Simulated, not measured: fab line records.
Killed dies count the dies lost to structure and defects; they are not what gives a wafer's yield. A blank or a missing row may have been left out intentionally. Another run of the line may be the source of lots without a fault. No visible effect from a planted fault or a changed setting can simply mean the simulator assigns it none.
fab line records ; flow n5Finfet
record lots=10; wafers=30; lastDay=18
route steps=1938 shown BEOL_M1@819 BEOL_M4@1111 PASSIVATION@1936
lots that met no fault: from a run of the same line without faults
startH: the number of hours between the record's first day and the start of the first shown wafer of the lot ; waitH: hours from the lot's prior step to this one ; " the same as in the row above ; L1.1+2: a row that stands for several wafers ; - no value, or no start given ; * or withheld: withheld ; < > ~ a bound
route shown NAME@n: a module of which the file shows steps, and the number in the route of the first ; usual: mean/standard deviation taken from wafers without a fault ; same: alike in all rows ; chamber/n: place in a boat ; sites: readings site by site ; _std_site: how widely they spread, as a standard deviation ; _edge_site: mean of outer sites minus mean of inner sites ; radiusMm: for every site, how far away it sits from the centre of the wafer ; mask NAME#n: copy n ; behind: the last tool/chamber to shape the wafer ; hold: cause of the lot's hold/its duration in hours/its outcome ; device: the n, p or np transistor that did not switch ; end of line: the tests these same wafers got at the end of their route ; where a step has no rows: the recipe by itself ; killed: the dies lost at the first sort to structure and to defects; this is not the yield of the wafer ; map: the dies of a wafer, with x for killed, . for not killed, _ for no die there
set.NAME: the setting the step ran with; set.NAME@STEP: the setting that earlier step ran with ; model.NAME: the simulator's own value behind a step, which no gauge read
steps of the route over a sample of lots; a table a step, a row a wafer
services: from which hour (startH, from the record's first day; less than 0 if before it) a tool's chamber was out of use, for how many hours, and why
## steps
# step N5_BEOL_M1_ANNEAL_82
# recipe tempC=400; timeS=240; ambient=vacuum
# usual heaterPowerW=818/95
lot.wafer;tool;chamber;startH;waitH;heaterPowerW
L777.3;pvdSputter-01;-;133.87;0.0;783
L777.5;pvdSputter-01;-;133.87;0.0;771
L777.6;pvdSputter-01;-;133.87;0.0;790
L780.2;pvdSputter-02;-;148.26;0.0;811
L780.3;pvdSputter-02;-;148.26;0.0;949
L780.4;pvdSputter-02;-;148.26;0.0;869
L783.1;pvdSputter-03;-;161.87;0.0;868
L783.2;pvdSputter-03;-;161.87;0.0;876
L783.3;pvdSputter-03;-;161.87;0.0;791
L784.2;pvdSputter-02;-;169.75;0.0;911
L784.4;pvdSputter-02;-;169.75;0.0;942
L784.6;pvdSputter-02;-;169.75;0.0;855
L796.1;pvdSputter-03;-;242.39;0.0;867
L796.4;pvdSputter-03;-;242.39;0.0;871
L796.6;pvdSputter-03;-;242.39;0.0;891
L795.2;pvdSputter-02;-;254.38;0.0;920
L795.4;pvdSputter-02;-;254.38;0.0;833
L795.6;pvdSputter-02;-;254.38;0.0;979
L797.1;pvdSputter-02;-;264.36;0.0;965
L797.2;pvdSputter-02;-;264.36;0.0;901
L797.3;pvdSputter-02;-;264.36;0.0;849
L798.3;pvdSputter-01;-;264.59;0.0;776
L798.5;pvdSputter-01;-;264.59;0.0;590
L798.6;pvdSputter-01;-;264.59;0.0;824
L799.2;pvdSputter-01;-;267.91;0.0;765
L799.3;pvdSputter-01;-;267.91;0.0;762
L799.5;pvdSputter-01;-;267.91;0.0;776
L800.2;pvdSputter-02;-;274.22;0.0;845
L800.4;pvdSputter-02;-;274.22;0.0;891
L800.5;pvdSputter-02;-;274.22;0.0;817
# step N5_BEOL_M1_ANNEAL_93
# recipe tempC=400; timeS=240; ambient=vacuum
# usual heaterPowerW=817/96
lot.wafer;tool;chamber;startH;waitH;heaterPowerW
L777.3;pvdSputter-01;-;134.75;0.0;778
L777.5;pvdSputter-01;-;134.75;0.0;765
L777.6;pvdSputter-01;-;134.75;0.0;794
L780.2;pvdSputter-02;-;149.14;0.0;831
L780.3;pvdSputter-02;-;149.14;0.0;903
L780.4;pvdSputter-02;-;149.14;0.0;854
L783.1;pvdSputter-03;-;162.75;0.0;863
L783.2;pvdSputter-03;-;162.75;0.0;868
L783.3;pvdSputter-03;-;162.75;0.0;759
L784.2;pvdSputter-02;-;170.63;0.0;958
L784.4;pvdSputter-02;-;170.63;0.0;975
L784.6;pvdSputter-02;-;170.63;0.0;819
L796.1;pvdSputter-03;-;243.27;0.0;858
L796.4;pvdSputter-03;-;243.27;0.0;873
L796.6;pvdSputter-03;-;243.27;0.0;880
L795.2;pvdSputter-02;-;255.26;0.0;926
L795.4;pvdSputter-02;-;255.26;0.0;830
L795.6;pvdSputter-02;-;255.26;0.0;924
L797.1;pvdSputter-02;-;265.24;0.0;917
L797.2;pvdSputter-02;-;265.24;0.0;898
L797.3;pvdSputter-02;-;265.24;0.0;830
L798.3;pvdSputter-01;-;265.47;0.0;770
L798.5;pvdSputter-01;-;265.47;0.0;582
L798.6;pvdSputter-01;-;265.47;0.0;790
L799.2;pvdSputter-01;-;268.79;0.0;771
L799.3;pvdSputter-01;-;268.79;0.0;805
L799.5;pvdSputter-01;-;268.79;0.0;771
L800.2;pvdSputter-02;-;275.10;0.0;821
L800.4;pvdSputter-02;-;275.10;0.0;903
L800.5;pvdSputter-02;-;275.10;0.0;817
# step N5_BEOL_M1_ECD_50
# recipe material=Cu; targetThkA=3000
lot.wafer;tool;chamber;startH;waitH
L777.3+5+6;ecdCu-01;0,0,1;135.24;0.1
L780.2+3+4;ecdCu-02;0,0,1;149.61;0.1
L783.1+2+3;ecdCu-01;0,1,0;163.23;0.1
L784.2+4+6;ecdCu-01;0;171.11;0.1
L796.1+4+6;ecdCu-01;1;243.74;0.1
L795.2+4+6;ecdCu-01;0;255.74;0.1
L797.1+2+3;ecdCu-02;1,0,0;265.71;0.1
L798.3+5+6;ecdCu-01;1,1,0;265.97;0.1
L799.2+3+5;ecdCu-01;0,1,0;269.27;0.1
L800.2+4+5;ecdCu-01;0;275.58;0.1
# step N5_BEOL_M1_CMP_52
# recipe stopOn=SiOC; tOverpolishS=6.8; downForcePsi=1; platenRpm=50; clearingPlatenDownForcePsi=1.5; clearingPlatenRpm=50; postCmpClean=cuAlkaline; targetThkNm=40; clearingPlatenPadVelocityMS=0.99484; padVelocityMS=0.99484
# usual edgeZonePressureFrac=1.000/0.0052; motorCurrentA=6.0/0.69; timeToEndpointS=62/4.6
lot.wafer;tool;chamber;startH;waitH;edgeZonePressureFrac;motorCurrentA;timeToEndpointS
L777.3;cmp-01;0;135.68;0.2;0.999;6.8;69
L777.5;cmp-01;2;135.68;0.2;0.998;5.6;59
L777.6;cmp-01;3;135.68;0.2;0.998;6.4;66
L780.2;cmp-04;2;149.99;0.2;1.002;5.8;64
L780.3;cmp-04;0;149.99;0.2;0.999;6.2;66
L780.4;cmp-04;1;149.99;0.2;1.010;5.9;69
L783.1;cmp-01;3;163.62;0.3;1.000;6.3;33
L783.3;cmp-01;0;163.62;0.3;0.992;6.9;39
L783.2;cmp-01;2;163.62;0.3;0.995;5.3;33
L784.2;cmp-01;2;171.58;0.3;1.000;5.7;30
L784.4;cmp-01;3;171.58;0.3;0.996;6.8;36
L784.6;cmp-01;0;171.58;0.3;1.002;7.0;35
L796.1;cmp-01;3;244.12;0.3;0.999;6.2;62
L796.4;cmp-01;2;244.12;0.3;0.996;5.3;59
L796.6;cmp-01;0;244.12;0.3;0.995;7.1;68
L795.4;cmp-02;2;256.15;0.2;0.987;4.8;59
L795.2;cmp-02;3;256.15;0.2;0.994;6.2;59
L795.6;cmp-02;2;256.15;0.2;0.990;4.7;57
L797.1;cmp-01;1;266.13;0.3;0.998;5.2;56
L797.3;cmp-01;2;266.13;0.3;0.990;5.6;60
L797.2;cmp-01;3;266.13;0.3;1.002;6.5;65
L798.3;cmp-01;2;266.67;0.4;1.001;5.8;59
L798.6;cmp-01;0;266.67;0.4;0.995;6.7;67
L798.5;cmp-01;1;266.67;0.4;1.002;5.4;56
L799.2;cmp-02;3;269.94;0.3;0.992;6.2;61
L799.3;cmp-02;0;269.94;0.3;0.994;5.5;68
L799.5;cmp-02;1;269.94;0.3;1.001;7.2;65
L800.4;cmp-01;0;276.30;0.3;1.000;6.9;64
L800.2;cmp-01;1;276.30;0.3;0.998;5.3;52
L800.5;cmp-01;2;276.30;0.3;0.991;5.5;56
# step N5_BEOL_M1_DEP_57
# recipe material=SiCN; targetThkA=80; tempC=withheld; precursor=3MS/NH3; pressureTorr=3; rfW=202; timeS=14
# usual chamberPressureTorr=2.999/0.0068; showerheadPlenumPTorr=3.669/0.0084; throttleValvePct=8.8/0.37
lot.wafer;tool;chamber;startH;waitH;chamberPressureTorr;showerheadPlenumPTorr;throttleValvePct
L777.3;pecvd-01;2;136.14;0.0;2.993;3.675;8.6
L777.5;pecvd-01;1;136.14;0.0;3.005;3.674;9.2
L777.6;pecvd-01;2;136.14;0.0;2.997;3.670;8.6
L780.2;pecvd-01;1;150.49;0.0;3.002;3.681;9.4
L780.3;pecvd-01;2;150.49;0.0;2.999;3.674;8.6
L780.4;pecvd-01;0;150.49;0.0;3.001;3.655;8.6
L783.1;pecvd-01;1;164.11;0.0;3.001;3.662;9.3
L783.2;pecvd-01;2;164.11;0.0;3.007;3.661;8.5
L783.3;pecvd-01;0;164.11;0.0;2.999;3.655;8.6
L784.2;pecvd-03;0;171.99;0.0;3.000;3.679;8.9
L784.4;pecvd-03;0;171.99;0.0;3.004;3.676;9.4
L784.6;pecvd-03;1;171.99;0.0;3.001;3.656;9.2
L796.1;pecvd-01;1;244.66;0.0;3.009;3.669;9.4
L796.4;pecvd-01;0;244.66;0.0;3.012;3.660;8.7
L796.6;pecvd-01;1;244.66;0.0;3.000;3.670;9.3
L795.2;pecvd-03;1;256.82;0.0;2.983;3.653;8.8
L795.4;pecvd-03;0;256.82;0.0;3.007;3.681;9.4
L795.6;pecvd-03;1;256.82;0.0;2.990;3.659;8.8
L797.1;pecvd-01;1;266.58;0.0;3.006;3.670;9.5
L797.2;pecvd-01;0;266.58;0.0;3.004;3.660;8.6
L797.3;pecvd-01;2;266.58;0.0;2.991;3.668;8.5
L798.3;pecvd-03;0;267.08;0.0;2.995;3.696;9.5
L798.5;pecvd-03;2;267.08;0.0;2.994;3.674;8.1
L798.6;pecvd-03;0;267.08;0.0;2.993;3.678;9.4
L799.2;pecvd-03;0;270.35;0.0;3.001;3.684;9.3
L799.3;pecvd-03;2;270.35;0.0;2.997;3.678;8.3
L799.5;pecvd-03;2;270.35;0.0;3.001;3.675;8.2
L800.2;pecvd-02;0;276.71;0.0;2.995;3.668;9.0
L800.4;pecvd-02;0;276.71;0.0;2.986;3.662;9.1
L800.5;pecvd-02;1;276.71;0.0;2.989;3.678;8.6
# step N5_BEOL_M4_RC_MEAS_101
# usual DIBL_N=36.4/2; DIBL_P=36.1/2.5; IOFF_N=0.16/0.037; IOFF_P=0.20/0.038; ION_N=670/13; ION_P=459/8.3; SS_N=71.6/0.69; SS_P=73.3/0.72; VT_N=250/3.4; VT_P=-251/3.1
lot.wafer;tool;chamber;startH;waitH;DIBL_N[mV/V];DIBL_P[mV/V];IOFF_N[nA/um];IOFF_P[nA/um];ION_N[uA/um];ION_P[uA/um];SS_N[mV/dec];SS_P[mV/dec];VT_N[mV];VT_P[mV]
L777.3;prober-02;0;161.43;0.3;39.2;38.6;0.21;0.27;693;473;71.8;73.5;244;-246
L777.5;prober-02;0;161.43;0.3;33.8;32.0;0.11;0.17;647;453;70.6;72.3;255;-253
L777.6;prober-02;0;161.43;0.3;36.4;34.3;0.15;0.18;690;470;71.7;72.8;250;-251
L780.2;prober-01;0;179.75;0.2;34.5;33.9;0.12;0.16;665;454;71.7;72.6;255;-255
L780.3;prober-01;0;179.75;0.2;36.0;36.7;0.16;0.21;681;467;72.5;72.8;247;-249
L780.4;prober-01;0;179.75;0.2;32.3;32.2;0.10;0.14;654;457;70.5;71.8;256;-255
L784.2;prober-01;0;200.82;0.2;39.1;39.1;0.22;0.26;677;466;72.4;74.1;244;-248
L784.4;prober-01;0;200.82;0.2;37.8;37.3;0.18;0.23;688;466;71.4;74.0;250;-249
L784.6;prober-01;0;200.82;0.2;33.6;33.6;0.12;0.18;665;458;70.8;73.1;250;-251
L783.1;prober-01;0;203.42;0.3;36.3;35.4;0.17;0.21;660;449;72.2;73.8;251;-250
L783.2;prober-01;0;203.42;0.3;33.8;32.8;0.13;0.16;655;454;71.0;72.8;255;-252
L783.3;prober-01;0;203.42;0.3;38.1;38.9;0.24;0.27;694;462;71.6;74.5;244;-245
L796.1;prober-02;0;279.45;0.0;39.0;40.1;0.21;0.25;684;464;72.2;73.8;248;-249
L796.4;prober-02;0;279.45;0.0;34.5;34.5;0.12;0.16;657;454;71.0;72.7;255;-255
L796.6;prober-02;0;279.45;0.0;33.6;33.7;0.11;0.15;654;450;71.1;72.6;255;-254
L795.2;prober-01;0;290.48;0.2;37.0;39.0;0.17;0.27;674;469;71.6;73.9;252;-246
L795.4;prober-01;0;290.48;0.2;35.0;34.6;0.12;0.20;654;461;71.4;72.7;254;-250
L795.6;prober-01;0;290.48;0.2;35.4;36.6;0.13;0.22;661;467;71.2;73.8;253;-247
L797.1;prober-02;0;297.49;0.0;35.5;35.2;0.15;0.21;669;460;72.0;72.5;250;-250
L797.2;prober-02;0;297.49;0.0;34.2;34.1;0.12;0.18;669;459;71.5;72.3;255;-251
L797.3;prober-02;0;297.49;0.0;37.4;36.8;0.19;0.22;668;456;73.1;73.3;247;-249
L798.3;prober-02;0;300.32;0.3;35.4;36.3;0.14;0.18;678;464;70.8;73.9;252;-254
L798.5;prober-02;0;300.32;0.3;37.1;36.9;0.15;0.18;657;441;71.9;73.3;253;-256
L798.6;prober-02;0;300.32;0.3;35.8;36.5;0.14;0.18;663;458;71.3;73.5;250;-256
L799.2;prober-01;0;304.50;0.2;36.7;36.9;0.18;0.19;676;455;71.4;74.0;246;-254
L799.3;prober-01;0;304.50;0.2;37.6;36.4;0.17;0.18;668;445;71.6;73.9;247;-255
L799.5;prober-01;0;304.50;0.2;35.3;34.9;0.13;0.17;651;452;70.8;72.3;251;-256
L800.2;prober-01;0;313.67;0.2;36.2;36.3;0.15;0.22;688;473;71.5;73.5;248;-250
L800.4;prober-01;0;313.67;0.2;37.2;37.4;0.18;0.22;674;459;72.4;74.0;249;-252
L800.5;prober-01;0;313.67;0.2;38.3;38.5;0.20;0.26;703;484;71.7;73.7;243;-248
# step N5_PASSIVATION_PROBE_49
# usual defectLimitedYield=91.2/1.6; killed_at_M0_to_M3=34/11; killed_at_M4_up=13/5.2; killedAtContacts=13/6.3; killedAtFrontEnd=40/14; killedAtOther=3.2/2.4; killedDies=104/19; killedOpen=69/14; killedShort=32/7.5; sort_bin_5_function=5.3/1.1; sort_bin_6_memory=3.2/0.73; sort_bin_8_speed=0.01/0.038; sortNPass=1076/19
# same grossDies=1180; killedAtBackSide=0; sort_bin_4_leakage[%]=0
lot.wafer;tool;chamber;startH;waitH;defectLimitedYield[%];killed_at_M0_to_M3;killed_at_M4_up;killedAtContacts;killedAtFrontEnd;killedAtOther;killedDies;killedOpen;killedShort;sort_bin_5_function[%];sort_bin_6_memory[%];sort_bin_8_speed[%];sortNPass
L777.3;prober-02;-;262.79;0.1;92.5;17;19;24;29;0;89;61;25;5.8;1.6;0;1091
L777.5;prober-02;-;262.89;0.2;93.2;23;9;20;26;2;80;47;32;3.8;2.7;0;1100
L777.6;prober-02;-;262.94;0.3;94.9;21;5;10;17;7;60;32;25;3.1;2.0;0;1120
L783.1;prober-01;-;314.94;0.0;90.4;41;11;12;37;12;113;70;32;5.8;3.1;0.08;1066
L783.2;prober-01;-;314.99;0.1;93.4;27;13;13;22;3;78;50;25;3.8;2.5;0;1102
L783.3;prober-01;-;315.04;0.1;91.3;40;13;17;28;5;103;65;36;5.3;3.1;0;1077
L796.4;prober-02;-;387.52;0.2;91.5;38;7;11;39;5;100;56;39;5.0;3.0;0;1080
L797.1;prober-02;-;400.46;0.0;91.7;24;7;23;43;1;98;60;37;5.8;2.2;0;1082
L797.2;prober-02;-;400.51;0.1;90.9;49;11;8;38;1;107;69;33;5.8;2.8;0;1073
L797.3;prober-02;-;400.56;0.1;89.8;38;21;21;39;1;120;88;32;6.7;3.1;0;1060
L798.3;prober-02;-;406.53;0.1;90.3;29;18;4;58;6;115;73;36;5.0;4.2;0;1065
L798.5;prober-02;-;406.63;0.2;93.9;30;12;3;27;0;72;43;29;3.9;2.0;0;1108
L798.6;prober-02;-;406.68;0.3;92.1;30;5;13;41;4;93;59;34;4.6;3.0;0;1087
L800.2;prober-01;-;421.60;0.1;87.5;52;8;5;80;2;147;99;46;8.4;3.6;0;1033
L800.4;prober-01;-;421.70;0.2;90.8;49;13;13;32;1;108;70;37;5.6;3.2;0;1072
L800.5;prober-01;-;421.75;0.2;91.5;26;10;9;50;5;100;71;28;5.6;2.7;0;1080
L799.2;prober-02;-;421.61;0.1;91.9;25;18;16;34;3;96;69;24;4.1;3.4;0;1084
L799.3;prober-02;-;421.66;0.1;90.9;26;22;8;51;0;107;73;31;5.7;3.3;0;1073
L799.5;prober-02;-;421.76;0.2;90.5;32;19;2;59;0;112;69;40;5.6;3.4;0;1068
# killed by level:class
L777.3 MOL_CONTACT_COAG:geometricParticle:open=17 FIN_SAQP:geometricParticle:short=8 BEOL_M3:geometricParticle:open=6 MOL_CONTACT_COAG:geometricParticle:short=6 FIN_SAQP:geometricParticle:open=5 DUMMY_GATE:geometricParticle:open=5 BEOL_M4:geometricParticle:open=5 ILD0:geometricParticle:open=4
L777.5 MOL_CONTACT_COAG:geometricParticle:open=18 FIN_SAQP:geometricParticle:short=7 DUMMY_GATE:geometricParticle:open=6 BEOL_M0_SAQP:geometricParticle:short=6 BEOL_M0_SAQP:geometricParticle:open=5 FIN_SAQP:geometricParticle:open=4 GATE_CUT:geometricParticle:short=3 BEOL_M3:geometricParticle:open=3
L777.6 BEOL_M0_SAQP:geometricParticle:short=7 MOL_CONTACT_COAG:geometricParticle:open=6 STI_FIN_REVEAL:geometricParticle:open=5 BEOL_M3:geometricParticle:open=5 STARTING-WAFER:geometricParticle:open=5 MOL_CONTACT_COAG:geometricParticle:short=4 PASS1_CAP:geometricParticle:short=4 BEOL_M0_SAQP:geometricParticle:open=3
L783.1 STI_FIN_REVEAL:geometricParticle:open=10 MOL_CONTACT_COAG:geometricParticle:open=10 BEOL_M0_SAQP:geometricParticle:open=9 BEOL_M3:geometricParticle:open=9 BEOL_M2:geometricParticle:open=8 FIN_SAQP:geometricParticle:open=6 BEOL_M0_SAQP:geometricParticle:short=5 HKMG_FIN:areaEtch=5
L783.2 MOL_CONTACT_COAG:geometricParticle:open=10 BEOL_M2:geometricParticle:open=9 FIN_SAQP:geometricParticle:open=7 BEOL_M4:geometricParticle:short=6 BEOL_M0_SAQP:geometricParticle:open=4 DUMMY_GATE:geometricParticle:open=3 GATE_CUT:geometricParticle:open=3 MOL_CONTACT_COAG:geometricParticle:short=3
L783.3 MOL_CONTACT_COAG:geometricParticle:open=14 BEOL_M0_SAQP:geometricParticle:short=13 STI_FIN_REVEAL:geometricParticle:open=8 BEOL_M2:geometricParticle:open=7 BEOL_M0_SAQP:geometricParticle:open=6 BEOL_M3:geometricParticle:open=5 BEOL_M5:geometricParticle:open=5 GATE_CUT:geometricParticle:short=4
L796.4 BEOL_M0_SAQP:geometricParticle:short=12 MOL_CONTACT_COAG:geometricParticle:open=10 BEOL_M0_SAQP:geometricParticle:open=9 FIN_SAQP:geometricParticle:short=8 DUMMY_GATE:geometricParticle:open=6 GATE_CUT:geometricParticle:short=6 STI_FIN_REVEAL:geometricParticle:open=4 BEOL_M3:geometricParticle:open=4
L797.1 MOL_CONTACT_COAG:geometricParticle:open=15 FIN_SAQP:geometricParticle:short=14 MOL_CONTACT_COAG:geometricParticle:short=8 STI_FIN_REVEAL:geometricParticle:open=7 FIN_SAQP:geometricParticle:open=6 BEOL_M2:geometricParticle:open=6 BEOL_M3:geometricParticle:open=5 BEOL_M0_SAQP:geometricParticle:open=5
L797.2 BEOL_M2:geometricParticle:open=18 BEOL_M0_SAQP:geometricParticle:short=10 BEOL_M1:geometricParticle:open=8 STI_FIN_REVEAL:geometricParticle:open=6 DUMMY_GATE:geometricParticle:open=6 MOL_CONTACT_COAG:geometricParticle:open=6 BEOL_M0:geometricParticle:open=6 FIN_SAQP:geometricParticle:short=5
L797.3 MOL_CONTACT_COAG:geometricParticle:open=16 BEOL_M2:geometricParticle:open=14 FIN_SAQP:geometricParticle:short=9 BEOL_M1:geometricParticle:open=9 STI_FIN_REVEAL:geometricParticle:open=8 FIN_SAQP:geometricParticle:open=7 DUMMY_GATE:geometricParticle:open=6 MOL_CONTACT_COAG:geometricParticle:short=5
L798.3 FIN_SAQP:geometricParticle:open=15 DUMMY_GATE:geometricParticle:open=12 BEOL_M3:geometricParticle:open=11 FIN_SAQP:geometricParticle:short=9 GATE_CUT:geometricParticle:short=6 MOL_CONTACT_COAG:geometricParticle:open=4 BEOL_M0_SAQP:geometricParticle:short=4 BEOL_M0_SAQP:geometricParticle:open=4
L798.5 BEOL_M3:geometricParticle:open=10 FIN_SAQP:geometricParticle:short=9 BEOL_M3:geometricParticle:short=6 FIN_SAQP:geometricParticle:open=5 BEOL_M0_SAQP:geometricParticle:short=5 STARTING-WAFER:geometricParticle:open=5 BEOL_M1:geometricParticle:open=4 MOL_CONTACT_COAG:geometricParticle:open=3
L798.6 MOL_CONTACT_COAG:geometricParticle:open=13 FIN_SAQP:geometricParticle:open=11 FIN_SAQP:geometricParticle:short=10 BEOL_M3:geometricParticle:open=7 GATE_CUT:geometricParticle:short=5 DUMMY_GATE:geometricParticle:open=4 BEOL_M1:geometricParticle:open=4 BEOL_M2:geometricParticle:open=4
L800.2 FIN_SAQP:geometricParticle:open=36 BEOL_M0_SAQP:geometricParticle:short=17 BEOL_M0_SAQP:geometricParticle:open=16 STI_FIN_REVEAL:geometricParticle:open=14 FIN_SAQP:geometricParticle:short=13 BEOL_M1:geometricParticle:open=13 GATE_CUT:geometricParticle:short=4 MOL_CONTACT_COAG:geometricParticle:open=4
L799.2 MOL_CONTACT_COAG:geometricParticle:open=14 STI_FIN_REVEAL:geometricParticle:open=12 BEOL_M4:geometricParticle:open=7 BEOL_M0_SAQP:geometricParticle:short=6 FIN_SAQP:geometricParticle:open=5 BEOL_M0_SAQP:geometricParticle:open=5 GATE_CUT:geometricParticle:open=4 BEOL_M0:geometricParticle:open=4
L799.3 FIN_SAQP:geometricParticle:open=23 BEOL_M4:geometricParticle:open=9 STI_FIN_REVEAL:geometricParticle:open=6 MOL_CONTACT_COAG:geometricParticle:open=6 BEOL_M0_SAQP:geometricParticle:short=5 BEOL_M0_SAQP:geometricParticle:open=5 BEOL_M1:geometricParticle:open=4 BEOL_M4:geometricParticle:short=4
L800.4 BEOL_M0_SAQP:geometricParticle:open=13 BEOL_M0_SAQP:geometricParticle:short=12 FIN_SAQP:geometricParticle:open=10 MOL_CONTACT_COAG:geometricParticle:open=10 BEOL_M1:geometricParticle:open=7 BEOL_M4:geometricParticle:open=6 FIN_SAQP:geometricParticle:short=5 BEOL_M0:geometricParticle:open=5
L800.5 FIN_SAQP:geometricParticle:short=13 FIN_SAQP:geometricParticle:open=12 STI_FIN_REVEAL:geometricParticle:open=10 BEOL_M0_SAQP:geometricParticle:open=8 MOL_CONTACT_COAG:geometricParticle:open=8 BEOL_M4:geometricParticle:open=5 BEOL_M0_SAQP:geometricParticle:short=4 BEOL_M0:geometricParticle:open=4
L799.5 FIN_SAQP:geometricParticle:open=15 STI_FIN_REVEAL:geometricParticle:open=14 FIN_SAQP:geometricParticle:short=11 BEOL_M0_SAQP:geometricParticle:open=9 BEOL_M4:geometricParticle:open=9 BEOL_M0_SAQP:geometricParticle:short=4 GATE_CUT:geometricParticle:open=4 GATE_CUT:geometricParticle:short=4
## services
tool;chamber;startH;hours;kind
pecvd-01;1;126.99;2.1;scheduledDown
pecvd-01;-;127.62;5.5;pm
cmp-02;-;130.90;4.0;pm
cmp-01;-;146.36;3.7;repair
pecvd-03;0;147.79;2.1;scheduledDown
pecvd-03;2;149.92;5.5;scheduledDown
pecvd-03;2;158.56;2.1;scheduledDown
pecvd-03;-;161.84;1.6;repair
cmp-02;-;171.99;2.0;repair
cmp-01;-;183.00;2.6;repair
cmp-04;-;189.72;1.3;repair
pecvd-03;2;202.38;-;clean
pecvd-03;2;202.38;-;consumableReplace:showerhead
cmp-04;-;206.44;1.8;repair
pecvd-01;-;238.21;2.8;pm
pecvd-02;-;240.84;1.9;repair
cmp-04;-;243.09;7.8;pm
pecvd-01;-;243.67;0.6;repair
cmp-01;-;249.27;0.4;repair
cmp-04;-;254.72;11.9;pm
cmp-01;-;267.77;4.0;pm
cmp-01;-;271.77;-;consumableReplace:conditioner
cmp-01;-;271.77;-;consumableReplace:pad
cmp-02;-;271.79;4.5;repair
## key
firstSign step=N5_BEOL_M1_CMP_52; reading=timeToEndpointS; direction=down; sigmas=6.1; usual=*; struck=*
effect none on later readings
metAt N5_BEOL_M1_ECD_50
struckLots L783,L784
notActingAt N5_BEOL_M1_ANNEAL_82,N5_BEOL_M1_ANNEAL_93,N5_BEOL_M1_DEP_57
onsetBetween 135.24 163.23
fault kind=processParameterDrift; tool=ecdCu-01; chamber=-; onsetH=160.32; steps=N5_BEOL_M1_ECD_50; channel=targetThkA; offset=*; shape=step; endH=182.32; actsIn=*; stated=*
